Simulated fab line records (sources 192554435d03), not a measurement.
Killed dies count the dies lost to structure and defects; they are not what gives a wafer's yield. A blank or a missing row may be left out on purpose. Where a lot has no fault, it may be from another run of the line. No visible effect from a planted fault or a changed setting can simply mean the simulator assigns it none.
fab line records || flow n5Finfet || part 2 of 2: steps 31 to 41 of 41
record {"lots": 5, "wafers": 15, "lastDay": 17}
route steps=1938 shown WELL_APT@25 PMOS_HMC_CHANNEL_EPI@57
lots with no fault: from the same line, run without faults
startH: hours from the record's first day to the start of the lot's first wafer shown || waitH: hours elapsed since this lot's preceding step || " identical to the entry in the row above || L1.1+2: one row covering several wafers at once || - no value present, or no start provided || * or withheld: withheld || < > ~ a bound
route shown NAME@n: names a module that has steps shown in the file, with the first one's number in the route || usual: average and standard deviation across the fault-free wafers || same: alike in all rows || chamber/n: place in a boat || sites: the reading at each site || _std_site: standard deviation of those values || _edge_site: the outer-site mean with the inner-site mean subtracted || radiusMm: how far each site lies from the wafer's centre || mask NAME#n: copy n || behind: tool/chamber where the wafer was last shaped || hold: the reason the lot was held/the length of the hold in hours/how it ended || device: transistor that didn't switch, given as n, p or np || end of line: the tests these same wafers got at the end of their route || a step without rows: its recipe alone || killed: dies lost to structure and defects at the first sort, not the wafer's yield || map: dies across one wafer; x = killed, . = not, _ = none there
set.NAME: setting as actually run; set.NAME@STEP: the setting as run at that earlier step || model.NAME: the simulator's own value behind a step, which no gauge read
a table for each step, a row for each wafer; lots at some steps of the route
services: from which hour (startH, from the record's first day; less than 0 if before it) a tool's chamber was out of use, for how many hours, and why
## steps
# step N5_WELL_APT_EPI_41
# recipe {"material": "Si", "targetThkA": 500, "tempC": 650, "precursor": "SiH4/H2", "pressureTorr": 20, "timeS": 297.7}
# usual {"susceptor_temp_C_max": "651.3/0.41", "throttleValvePct": "11.56/0.19"}
# same {"timeS": 297.7}
{"lot.wafer": "L077.3", "tool": "epiRpcvd-02", "chamber": 0, "startH": 34.15, "waitH": 0.2, "susceptor_temp_C_max": 651.5, "throttleValvePct": 11.56}
{"lot.wafer": "L077.4", "tool": "epiRpcvd-02", "chamber": 0, "startH": 34.15, "waitH": 0.2, "susceptor_temp_C_max": 651.6, "throttleValvePct": 11.77}
{"lot.wafer": "L077.6", "tool": "epiRpcvd-02", "chamber": 0, "startH": 34.15, "waitH": 0.2, "susceptor_temp_C_max": 651.3, "throttleValvePct": 11.82}
{"lot.wafer": "L081.1", "tool": "epiRpcvd-04", "chamber": 0, "startH": 57.99, "waitH": 0.0, "susceptor_temp_C_max": 650.2, "throttleValvePct": 11.33}
{"lot.wafer": "L081.3", "tool": "epiRpcvd-04", "chamber": 0, "startH": 57.99, "waitH": 0.0, "susceptor_temp_C_max": 650.9, "throttleValvePct": 11.46}
{"lot.wafer": "L081.4", "tool": "epiRpcvd-04", "chamber": 0, "startH": 57.99, "waitH": 0.0, "susceptor_temp_C_max": 650.6, "throttleValvePct": 11.36}
{"lot.wafer": "L082.2", "tool": "epiRpcvd-02", "chamber": 0, "startH": 64.00, "waitH": 0.1, "susceptor_temp_C_max": 651.6, "throttleValvePct": 11.82}
{"lot.wafer": "L082.3", "tool": "epiRpcvd-02", "chamber": 0, "startH": 64.00, "waitH": 0.1, "susceptor_temp_C_max": 651.2, "throttleValvePct": 11.77}
{"lot.wafer": "L082.4", "tool": "epiRpcvd-02", "chamber": 0, "startH": 64.00, "waitH": 0.1, "susceptor_temp_C_max": 651.6, "throttleValvePct": 11.69}
{"lot.wafer": "L083.2", "tool": "epiRpcvd-02", "chamber": 0, "startH": 70.46, "waitH": 0.1, "susceptor_temp_C_max": 651.6, "throttleValvePct": 11.37}
{"lot.wafer": "L083.5", "tool": "epiRpcvd-02", "chamber": 0, "startH": 70.46, "waitH": 0.1, "susceptor_temp_C_max": 651.3, "throttleValvePct": 11.43}
{"lot.wafer": "L083.6", "tool": "epiRpcvd-02", "chamber": 0, "startH": 70.46, "waitH": 0.1, "susceptor_temp_C_max": 652.0, "throttleValvePct": 11.54}
{"lot.wafer": "L091.2", "tool": "epiRpcvd-02", "chamber": 0, "startH": 117.93, "waitH": 0.1, "susceptor_temp_C_max": 651.7, "throttleValvePct": 11.49}
{"lot.wafer": "L091.3", "tool": "epiRpcvd-02", "chamber": 0, "startH": 117.93, "waitH": 0.1, "susceptor_temp_C_max": 651.6, "throttleValvePct": 11.41}
{"lot.wafer": "L091.4", "tool": "epiRpcvd-02", "chamber": 0, "startH": 117.93, "waitH": 0.1, "susceptor_temp_C_max": 651.6, "throttleValvePct": 11.57}
# step N5_WELL_APT_INSPECT_38
# recipe {"inspectInstrument": "darkfield", "mode": "postEpi"}
# usual {"rawDefectCount": "13/5.1"}
{"lot.wafer": "L077.3", "tool": "defectInspect-01", "chamber": "-", "startH": 34.59, "waitH": 0.3, "rawDefectCount": 9}
{"lot.wafer": "L077.4", "tool": "defectInspect-01", "chamber": "-", "startH": 34.59, "waitH": 0.3, "rawDefectCount": 8}
{"lot.wafer": "L077.6", "tool": "defectInspect-01", "chamber": "-", "startH": 34.59, "waitH": 0.3, "rawDefectCount": 11}
{"lot.wafer": "L081.1", "tool": "defectInspect-01", "chamber": "-", "startH": 58.63, "waitH": 0.5, "rawDefectCount": 5}
{"lot.wafer": "L081.3", "tool": "defectInspect-01", "chamber": "-", "startH": 58.63, "waitH": 0.5, "rawDefectCount": 11}
{"lot.wafer": "L081.4", "tool": "defectInspect-01", "chamber": "-", "startH": 58.63, "waitH": 0.5, "rawDefectCount": 12}
{"lot.wafer": "L082.2", "tool": "defectInspect-01", "chamber": "-", "startH": 64.56, "waitH": 0.5, "rawDefectCount": 14}
{"lot.wafer": "L082.3", "tool": "defectInspect-01", "chamber": "-", "startH": 64.56, "waitH": 0.5, "rawDefectCount": 11}
{"lot.wafer": "L082.4", "tool": "defectInspect-01", "chamber": "-", "startH": 64.56, "waitH": 0.5, "rawDefectCount": 7}
{"lot.wafer": "L083.2", "tool": "defectInspect-01", "chamber": "-", "startH": 70.99, "waitH": 0.4, "rawDefectCount": 16}
{"lot.wafer": "L083.5", "tool": "defectInspect-01", "chamber": "-", "startH": 70.99, "waitH": 0.4, "rawDefectCount": 7}
{"lot.wafer": "L083.6", "tool": "defectInspect-01", "chamber": "-", "startH": 70.99, "waitH": 0.4, "rawDefectCount": 9}
{"lot.wafer": "L091.2", "tool": "defectInspect-02", "chamber": "-", "startH": 118.46, "waitH": 0.4, "rawDefectCount": 8}
{"lot.wafer": "L091.3", "tool": "defectInspect-02", "chamber": "-", "startH": 118.46, "waitH": 0.4, "rawDefectCount": 9}
{"lot.wafer": "L091.4", "tool": "defectInspect-02", "chamber": "-", "startH": 118.46, "waitH": 0.4, "rawDefectCount": 10}
# step N5_PMOS_HMC_CHANNEL_EPI_HM_DEP_34
# recipe {"material": "SiO2", "targetThkA": 360, "tempC": 400, "precursor": "TEOS/O2", "pressureTorr": 6.5, "rfW": 900, "teosFlowSccm": 161.4, "gas": "O2", "flowSccm": 2650, "timeS": 6.9}
# usual {"heaterPowerW": "556/57", "showerheadPlenumPTorr": "8.35/0.031", "showerheadVppV": "1825/140", "throttleValvePct": "18.9/1"}
# same {"timeS": 6.9}
{"lot.wafer": "L077.3", "tool": "pecvd-02", "chamber": 2, "startH": 34.64, "waitH": 0.0, "heaterPowerW": 524, "showerheadPlenumPTorr": 8.34, "showerheadVppV": 1745, "throttleValvePct": 18.2}
{"lot.wafer": "L077.4", "tool": "pecvd-02", "chamber": 0, "startH": 34.64, "waitH": 0.0, "heaterPowerW": 614, "showerheadPlenumPTorr": 8.32, "showerheadVppV": 1741, "throttleValvePct": 17.9}
{"lot.wafer": "L077.6", "tool": "pecvd-02", "chamber": 0, "startH": 34.64, "waitH": 0.0, "heaterPowerW": 622, "showerheadPlenumPTorr": 8.32, "showerheadVppV": 1718, "throttleValvePct": 18.0}
{"lot.wafer": "L081.1", "tool": "pecvd-02", "chamber": 2, "startH": 58.67, "waitH": 0.0, "heaterPowerW": 579, "showerheadPlenumPTorr": 8.38, "showerheadVppV": 1761, "throttleValvePct": 18.2}
{"lot.wafer": "L081.3", "tool": "pecvd-02", "chamber": 1, "startH": 58.67, "waitH": 0.0, "heaterPowerW": 678, "showerheadPlenumPTorr": 8.30, "showerheadVppV": 1789, "throttleValvePct": 17.8}
{"lot.wafer": "L081.4", "tool": "pecvd-02", "chamber": 2, "startH": 58.67, "waitH": 0.0, "heaterPowerW": 582, "showerheadPlenumPTorr": 8.36, "showerheadVppV": 1753, "throttleValvePct": 18.1}
{"lot.wafer": "L082.2", "tool": "pecvd-04", "chamber": 1, "startH": 64.59, "waitH": 0.0, "heaterPowerW": 466, "showerheadPlenumPTorr": 8.31, "showerheadVppV": 2058, "throttleValvePct": 19.0}
{"lot.wafer": "L082.3", "tool": "pecvd-04", "chamber": 1, "startH": 64.59, "waitH": 0.0, "heaterPowerW": 472, "showerheadPlenumPTorr": 8.32, "showerheadVppV": 2064, "throttleValvePct": 19.4}
{"lot.wafer": "L082.4", "tool": "pecvd-04", "chamber": 2, "startH": 64.59, "waitH": 0.0, "heaterPowerW": 612, "showerheadPlenumPTorr": 8.34, "showerheadVppV": 1822, "throttleValvePct": 18.5}
{"lot.wafer": "L083.2", "tool": "pecvd-02", "chamber": 1, "startH": 71.03, "waitH": 0.0, "heaterPowerW": 562, "showerheadPlenumPTorr": 8.28, "showerheadVppV": 1735, "throttleValvePct": 17.7}
{"lot.wafer": "L083.5", "tool": "pecvd-02", "chamber": 1, "startH": 71.03, "waitH": 0.0, "heaterPowerW": 562, "showerheadPlenumPTorr": 8.30, "showerheadVppV": 1807, "throttleValvePct": 17.9}
{"lot.wafer": "L083.6", "tool": "pecvd-02", "chamber": 0, "startH": 71.03, "waitH": 0.0, "heaterPowerW": 598, "showerheadPlenumPTorr": 8.34, "showerheadVppV": 1745, "throttleValvePct": 17.9}
{"lot.wafer": "L091.2", "tool": "pecvd-04", "chamber": 2, "startH": 118.50, "waitH": 0.0, "heaterPowerW": 599, "showerheadPlenumPTorr": 8.34, "showerheadVppV": 1806, "throttleValvePct": 19.0}
{"lot.wafer": "L091.3", "tool": "pecvd-04", "chamber": 0, "startH": 118.50, "waitH": 0.0, "heaterPowerW": 546, "showerheadPlenumPTorr": 8.36, "showerheadVppV": 1686, "throttleValvePct": 19.2}
{"lot.wafer": "L091.4", "tool": "pecvd-04", "chamber": 1, "startH": 118.50, "waitH": 0.0, "heaterPowerW": 491, "showerheadPlenumPTorr": 8.34, "showerheadVppV": 2030, "throttleValvePct": 19.4}
# step N5_PMOS_HMC_CHANNEL_EPI_COAT_31
# recipe {"resist": "BARC", "tempC": 205, "timeS": 60, "spinRpm": 1500, "resistThkNm": 66}
# same {"timeS": 60}
{"lot.wafer": "L077.3+4+6", "tool": "lithoTrack-04", "chamber": 0, "startH": 34.69, "waitH": 0.0}
{"lot.wafer": "L081.1+3+4", "tool": "lithoTrack-03", "chamber": 0, "startH": 58.72, "waitH": 0.0}
{"lot.wafer": "L082.2+3+4", "tool": "lithoTrack-03", "chamber": 0, "startH": 64.66, "waitH": 0.1}
{"lot.wafer": "L083.2+5+6", "tool": "lithoTrack-04", "chamber": 0, "startH": 71.10, "waitH": 0.1}
{"lot.wafer": "L091.2+3+4", "tool": "lithoTrack-05", "chamber": 0, "startH": 118.56, "waitH": 0.0}
# step N5_PMOS_HMC_CHANNEL_EPI_COAT_03
# recipe {"resist": "CAR-ArF-block", "spinRpm": 1500, "resistThkNm": 205}
{"lot.wafer": "L077.3+4+6", "tool": "lithoTrack-04", "chamber": 0, "startH": "-", "waitH": "-"}
{"lot.wafer": "L081.1+3+4", "tool": "lithoTrack-03", "chamber": 0, "startH": "-", "waitH": "-"}
{"lot.wafer": "L082.2+3+4", "tool": "lithoTrack-03", "chamber": 0, "startH": "-", "waitH": "-"}
{"lot.wafer": "L083.2+5+6", "tool": "lithoTrack-04", "chamber": 0, "startH": "-", "waitH": "-"}
{"lot.wafer": "L091.2+3+4", "tool": "lithoTrack-05", "chamber": 0, "startH": "-", "waitH": "-"}
# step N5_PMOS_HMC_CHANNEL_EPI_EBR_05
# recipe {"solvent": "PGMEA", "ebrWidthMm": 1.5}
# same {"ebrWidthMm": 1.5}
{"lot.wafer": "L077.3+4+6", "tool": "lithoTrack-04", "chamber": 0, "startH": "-", "waitH": "-"}
{"lot.wafer": "L081.1+3+4", "tool": "lithoTrack-03", "chamber": 0, "startH": "-", "waitH": "-"}
{"lot.wafer": "L082.2+3+4", "tool": "lithoTrack-03", "chamber": 0, "startH": "-", "waitH": "-"}
{"lot.wafer": "L083.2+5+6", "tool": "lithoTrack-04", "chamber": 0, "startH": "-", "waitH": "-"}
{"lot.wafer": "L091.2+3+4", "tool": "lithoTrack-05", "chamber": 0, "startH": "-", "waitH": "-"}
# step N5_PMOS_HMC_CHANNEL_EPI_SOFTBAKE_04
# recipe {"tempC": 110, "timeS": 60, "resist": "CAR-ArF-block"}
# same {"timeS": 60}
{"lot.wafer": "L077.3+4+6", "tool": "lithoTrack-04", "chamber": 0, "startH": "-", "waitH": "-"}
{"lot.wafer": "L081.1+3+4", "tool": "lithoTrack-03", "chamber": 0, "startH": "-", "waitH": "-"}
{"lot.wafer": "L082.2+3+4", "tool": "lithoTrack-03", "chamber": 0, "startH": "-", "waitH": "-"}
{"lot.wafer": "L083.2+5+6", "tool": "lithoTrack-04", "chamber": 0, "startH": "-", "waitH": "-"}
{"lot.wafer": "L091.2+3+4", "tool": "lithoTrack-05", "chamber": 0, "startH": "-", "waitH": "-"}
# step N5_PMOS_HMC_CHANNEL_EPI_EXPOSE_06
# recipe {"maskId": "PMOS_HMC_BLK", "na": 1.35, "sourceShape": "conventional", "sigmaOuter": 0.8, "polarization": "unpolarized", "targetCdNm": 240, "doseMj": 41}
# usual {"exposureDoseMJCm2": "40.99/0.04"}
{"lot.wafer": "L077.3", "tool": "arfiScanner-02", "chamber": 0, "startH": 34.93, "waitH": "-", "mask": "PMOS_HMC_BLK#0", "exposureDoseMJCm2": 41.01}
{"lot.wafer": "L077.4", "tool": "arfiScanner-02", "chamber": 0, "startH": 34.93, "waitH": "-", "mask": "PMOS_HMC_BLK#0", "exposureDoseMJCm2": 41.00}
{"lot.wafer": "L077.6", "tool": "arfiScanner-02", "chamber": 0, "startH": 34.93, "waitH": "-", "mask": "PMOS_HMC_BLK#0", "exposureDoseMJCm2": 41.02}
{"lot.wafer": "L081.1", "tool": "arfiScanner-01", "chamber": 0, "startH": 58.82, "waitH": "-", "mask": "PMOS_HMC_BLK#0", "exposureDoseMJCm2": 41.03}
{"lot.wafer": "L081.3", "tool": "arfiScanner-01", "chamber": 0, "startH": 58.82, "waitH": "-", "mask": "PMOS_HMC_BLK#0", "exposureDoseMJCm2": 41.06}
{"lot.wafer": "L081.4", "tool": "arfiScanner-01", "chamber": 0, "startH": 58.82, "waitH": "-", "mask": "PMOS_HMC_BLK#0", "exposureDoseMJCm2": 40.96}
{"lot.wafer": "L082.2", "tool": "arfiScanner-03", "chamber": 0, "startH": 64.89, "waitH": "-", "mask": "PMOS_HMC_BLK#0", "exposureDoseMJCm2": 40.99}
{"lot.wafer": "L082.3", "tool": "arfiScanner-03", "chamber": 0, "startH": 64.89, "waitH": "-", "mask": "PMOS_HMC_BLK#0", "exposureDoseMJCm2": 40.98}
{"lot.wafer": "L082.4", "tool": "arfiScanner-03", "chamber": 0, "startH": 64.89, "waitH": "-", "mask": "PMOS_HMC_BLK#0", "exposureDoseMJCm2": 40.96}
{"lot.wafer": "L083.2", "tool": "arfiScanner-01", "chamber": 0, "startH": 71.33, "waitH": "-", "mask": "PMOS_HMC_BLK#0", "exposureDoseMJCm2": 40.98}
{"lot.wafer": "L083.5", "tool": "arfiScanner-01", "chamber": 0, "startH": 71.33, "waitH": "-", "mask": "PMOS_HMC_BLK#0", "exposureDoseMJCm2": 41.01}
{"lot.wafer": "L083.6", "tool": "arfiScanner-01", "chamber": 0, "startH": 71.33, "waitH": "-", "mask": "PMOS_HMC_BLK#0", "exposureDoseMJCm2": 40.97}
{"lot.wafer": "L091.2", "tool": "arfiScanner-01", "chamber": 0, "startH": 118.79, "waitH": "-", "mask": "PMOS_HMC_BLK#0", "exposureDoseMJCm2": 40.99}
{"lot.wafer": "L091.3", "tool": "arfiScanner-01", "chamber": 0, "startH": 118.79, "waitH": "-", "mask": "PMOS_HMC_BLK#0", "exposureDoseMJCm2": 40.96}
{"lot.wafer": "L091.4", "tool": "arfiScanner-01", "chamber": 0, "startH": 118.79, "waitH": "-", "mask": "PMOS_HMC_BLK#0", "exposureDoseMJCm2": 40.98}
# step N5_PMOS_HMC_CHANNEL_EPI_PEB_07
# recipe {"pebTempC": 110, "pebTimeS": 60, "resist": "CAR-ArF-block"}
{"lot.wafer": "L077.3+4+6", "tool": "lithoTrack-03", "chamber": 0, "startH": 34.98, "waitH": 0.0}
{"lot.wafer": "L081.1+3+4", "tool": "lithoTrack-05", "chamber": 0, "startH": 58.88, "waitH": 0.1}
{"lot.wafer": "L082.2+3+4", "tool": "lithoTrack-05", "chamber": 0, "startH": 64.94, "waitH": 0.0}
{"lot.wafer": "L083.2+5+6", "tool": "lithoTrack-03", "chamber": 0, "startH": 71.38, "waitH": 0.0}
{"lot.wafer": "L091.2+3+4", "tool": "lithoTrack-04", "chamber": 0, "startH": 118.84, "waitH": 0.0}
# step N5_PMOS_HMC_CHANNEL_EPI_DEVELOP_08
# recipe {"developTimeS": 30, "developer": "TMAH", "resist": "CAR-ArF-block", "devTempC": 23, "rinseLiquid": "diw", "dry": "airSpin"}
# usual {"developerTempC": "22.99/0.11"}
{"lot.wafer": "L077.3", "tool": "lithoTrack-03", "chamber": 0, "startH": "-", "waitH": "-", "developerTempC": 22.97}
{"lot.wafer": "L077.4", "tool": "lithoTrack-03", "chamber": 0, "startH": "-", "waitH": "-", "developerTempC": 23.16}
{"lot.wafer": "L077.6", "tool": "lithoTrack-03", "chamber": 0, "startH": "-", "waitH": "-", "developerTempC": 22.98}
{"lot.wafer": "L081.1", "tool": "lithoTrack-05", "chamber": 0, "startH": "-", "waitH": "-", "developerTempC": 23.09}
{"lot.wafer": "L081.3", "tool": "lithoTrack-05", "chamber": 0, "startH": "-", "waitH": "-", "developerTempC": 23.10}
{"lot.wafer": "L081.4", "tool": "lithoTrack-05", "chamber": 0, "startH": "-", "waitH": "-", "developerTempC": 22.89}
{"lot.wafer": "L082.2", "tool": "lithoTrack-05", "chamber": 0, "startH": "-", "waitH": "-", "developerTempC": 22.97}
{"lot.wafer": "L082.3", "tool": "lithoTrack-05", "chamber": 0, "startH": "-", "waitH": "-", "developerTempC": 22.91}
{"lot.wafer": "L082.4", "tool": "lithoTrack-05", "chamber": 0, "startH": "-", "waitH": "-", "developerTempC": 23.01}
{"lot.wafer": "L083.2", "tool": "lithoTrack-03", "chamber": 0, "startH": "-", "waitH": "-", "developerTempC": 22.94}
{"lot.wafer": "L083.5", "tool": "lithoTrack-03", "chamber": 0, "startH": "-", "waitH": "-", "developerTempC": 23.15}
{"lot.wafer": "L083.6", "tool": "lithoTrack-03", "chamber": 0, "startH": "-", "waitH": "-", "developerTempC": 22.77}
{"lot.wafer": "L091.2", "tool": "lithoTrack-04", "chamber": 0, "startH": "-", "waitH": "-", "developerTempC": 22.90}
{"lot.wafer": "L091.3", "tool": "lithoTrack-04", "chamber": 0, "startH": "-", "waitH": "-", "developerTempC": 22.97}
{"lot.wafer": "L091.4", "tool": "lithoTrack-04", "chamber": 0, "startH": "-", "waitH": "-", "developerTempC": 22.93}
# step N5_PMOS_HMC_CHANNEL_EPI_CD_MEAS_09
# recipe {"targetCdNm": 237.4, "landingEnergyEv": 500, "detector": "seInlens"}
# usual {"cdNm": "237.4/1.1"}
{"lot.wafer": "L077.3", "tool": "cdSem-01", "chamber": 0, "startH": 35.04, "waitH": "-", "cdNm": 235.9}
{"lot.wafer": "L077.4", "tool": "cdSem-01", "chamber": 0, "startH": 35.04, "waitH": "-", "cdNm": 235.9}
{"lot.wafer": "L077.6", "tool": "cdSem-01", "chamber": 0, "startH": 35.04, "waitH": "-", "cdNm": 236.5}
{"lot.wafer": "L081.1", "tool": "cdSem-03", "chamber": 0, "startH": 58.95, "waitH": "-", "cdNm": 238.7}
{"lot.wafer": "L081.3", "tool": "cdSem-03", "chamber": 0, "startH": 58.95, "waitH": "-", "cdNm": 238.1}
{"lot.wafer": "L081.4", "tool": "cdSem-03", "chamber": 0, "startH": 58.95, "waitH": "-", "cdNm": 237.8}
{"lot.wafer": "L082.2", "tool": "cdSem-03", "chamber": 0, "startH": 65.01, "waitH": "-", "cdNm": 237.7}
{"lot.wafer": "L082.3", "tool": "cdSem-03", "chamber": 0, "startH": 65.01, "waitH": "-", "cdNm": 237.6}
{"lot.wafer": "L082.4", "tool": "cdSem-03", "chamber": 0, "startH": 65.01, "waitH": "-", "cdNm": 238.4}
{"lot.wafer": "L083.2", "tool": "cdSem-01", "chamber": 0, "startH": 71.45, "waitH": "-", "cdNm": 236.2}
{"lot.wafer": "L083.5", "tool": "cdSem-01", "chamber": 0, "startH": 71.45, "waitH": "-", "cdNm": 236.8}
{"lot.wafer": "L083.6", "tool": "cdSem-01", "chamber": 0, "startH": 71.45, "waitH": "-", "cdNm": 236.7}
{"lot.wafer": "L091.2", "tool": "cdSem-01", "chamber": 0, "startH": 118.91, "waitH": "-", "cdNm": 238.9}
{"lot.wafer": "L091.3", "tool": "cdSem-01", "chamber": 0, "startH": 118.91, "waitH": "-", "cdNm": 239.5}
{"lot.wafer": "L091.4", "tool": "cdSem-01", "chamber": 0, "startH": 118.91, "waitH": "-", "cdNm": 239.6}
## services
{"tool": "pecvd-02", "chamber": "-", "startH": 14.05, "hours": 1.0, "kind": "repair"}
{"tool": "arfiScanner-01", "chamber": "-", "startH": 15.67, "hours": 1.9, "kind": "repair"}
{"tool": "arfiScanner-01", "chamber": "-", "startH": 24.33, "hours": 4.3, "kind": "repair"}
{"tool": "implanter-02", "chamber": "-", "startH": 24.58, "hours": 3.9, "kind": "repair"}
{"tool": "krfScanner-02", "chamber": "-", "startH": 24.81, "hours": 5.5, "kind": "repair"}
{"tool": "krfScanner-01", "chamber": "-", "startH": 36.33, "hours": 1.3, "kind": "pm"}
{"tool": "epiRpcvd-02", "chamber": "-", "startH": 36.48, "hours": 5.1, "kind": "repair"}
{"tool": "rieDiel-02", "chamber": 0, "startH": 44.15, "hours": 1.3, "kind": "repair"}
{"tool": "rieDiel-02", "chamber": "-", "startH": 44.53, "hours": 0.1, "kind": "repair"}
{"tool": "krfScanner-01", "chamber": "-", "startH": 52.43, "hours": 0.8, "kind": "pm"}
{"tool": "rieDiel-02", "chamber": 1, "startH": 54.43, "hours": 23.6, "kind": "repair"}
{"tool": "krfScanner-01", "chamber": "-", "startH": 56.33, "hours": 1.9, "kind": "repair"}
{"tool": "pecvd-02", "chamber": 2, "startH": 60.07, "hours": 19.6, "kind": "repair"}
{"tool": "krfScanner-02", "chamber": "-", "startH": 63.46, "hours": 1.0, "kind": "pm"}
{"tool": "krfScanner-02", "chamber": "-", "startH": 64.82, "hours": 2.0, "kind": "repair"}
{"tool": "implanter-01", "chamber": "-", "startH": 64.87, "hours": 2.7, "kind": "repair"}
{"tool": "arfiScanner-01", "chamber": "-", "startH": 75.87, "hours": 1.0, "kind": "pm"}
{"tool": "implanter-02", "chamber": "-", "startH": 86.27, "hours": 4.0, "kind": "repair"}
{"tool": "krfScanner-01", "chamber": "-", "startH": 90.16, "hours": 3.6, "kind": "pm"}
{"tool": "arfiScanner-01", "chamber": "-", "startH": 90.18, "hours": 1.1, "kind": "repair"}
{"tool": "arfiScanner-01", "chamber": "-", "startH": 101.24, "hours": 1.3, "kind": "pm"}
{"tool": "rieDiel-05", "chamber": 2, "startH": 107.24, "hours": 8.5, "kind": "repair"}
{"tool": "epiRpcvd-02", "chamber": "-", "startH": 111.22, "hours": 1.8, "kind": "repair"}
{"tool": "implanter-01", "chamber": "-", "startH": 117.11, "hours": 4.7, "kind": "pm"}
